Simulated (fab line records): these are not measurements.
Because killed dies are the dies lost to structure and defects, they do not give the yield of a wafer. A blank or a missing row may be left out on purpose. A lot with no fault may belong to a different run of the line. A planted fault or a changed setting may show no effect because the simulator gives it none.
Matching of chambers	flow n5Finfet	N5_BEOL_M5_ETCH_67 on rieDiel-05 has 4 sister chambers
The step etches SiARC in CF4, target depth 15.6 nm, time 26 s. 18 wafers are shown with their chamber, then 9 later ones without.

== EACH WAFER AND ITS CHAMBER ==
wafer	chamber	drypumpMotorCurrentA (A)	showerheadPlenumPTorr (Torr)	oesProductAu (a.u.)
L076.1	3	6.1	2.09	0.68
L076.4	2	5.3	2.21	0.61
L076.6	0	6.0	2.18	0.72
L075.1	0	6.0	2.18	0.72
L075.3	2	5.3	2.21	0.60
L075.5	0	6.1	2.18	0.72
L079.1	1	6.3	2.22	0.57
L079.2	0	6.1	2.18	0.72
L079.5	0	6.1	2.18	0.72
L082.1	1	6.3	2.21	0.58
L082.3	3	6.1	2.08	0.67
L082.6	2	5.3	2.21	0.61
L088.1	0	6.1	2.17	0.69
L088.2	3	6.1	2.08	0.65
L088.4	1	6.3	2.21	0.57
L090.2	1	6.3	2.21	0.57
L090.3	0	6.1	2.17	0.69
L090.4	1	6.3	2.21	0.57

SIGNATURES (means of the wafers above)
reading	chamber 0	chamber 1	chamber 2	chamber 3	scatter within a chamber
drypumpMotorCurrentA	6.071	6.300	5.300	6.100	0.0319
showerheadPlenumPTorr	2.1771	2.2120	2.2100	2.0833	0.00455
oesProductAu	0.7114	0.5720	0.6067	0.6667	0.0116
Rule: a wafer lies at a distance from a chamber equal to the root of the sum of squares, over the readings, of (its reading less the chamber's mean, divided by the reading's scatter). The wafer belongs to the nearest chamber; if the next one is less than 2 further off, it can't be placed. The scatter: take each reading less its chamber's mean, square it, sum over the shown wafers, divide by the number of wafers less the number of chambers, and take the root.

== WAFERS WITHOUT THEIR CHAMBER ==
wafer	drypumpMotorCurrentA (A)	showerheadPlenumPTorr (Torr)	oesProductAu (a.u.)
L092.1	6.1	2.17	0.69
L092.2	5.3	2.20	0.60
L092.5	5.3	2.20	0.59
L095.1	6.1	2.16	0.68
L095.4	5.3	2.20	0.58
L095.5	5.3	2.20	0.58
L096.1	5.3	2.19	0.59
L096.2	6.1	2.07	0.64
L096.6	5.3	2.20	0.59

== EACH ONE'S CHAMBER ==
wafer	from the rows above	in truth
L092.1	0	0
L092.2	2	2
L092.5	2	2
L095.1	0	0
L095.4	2	2
L095.5	2	2
L096.1	2	2
L096.2	3	3
L096.6	2	2
Correctly placed: 9 of 9. Can't be placed from these rows: 0. Wrongly placed: 0.
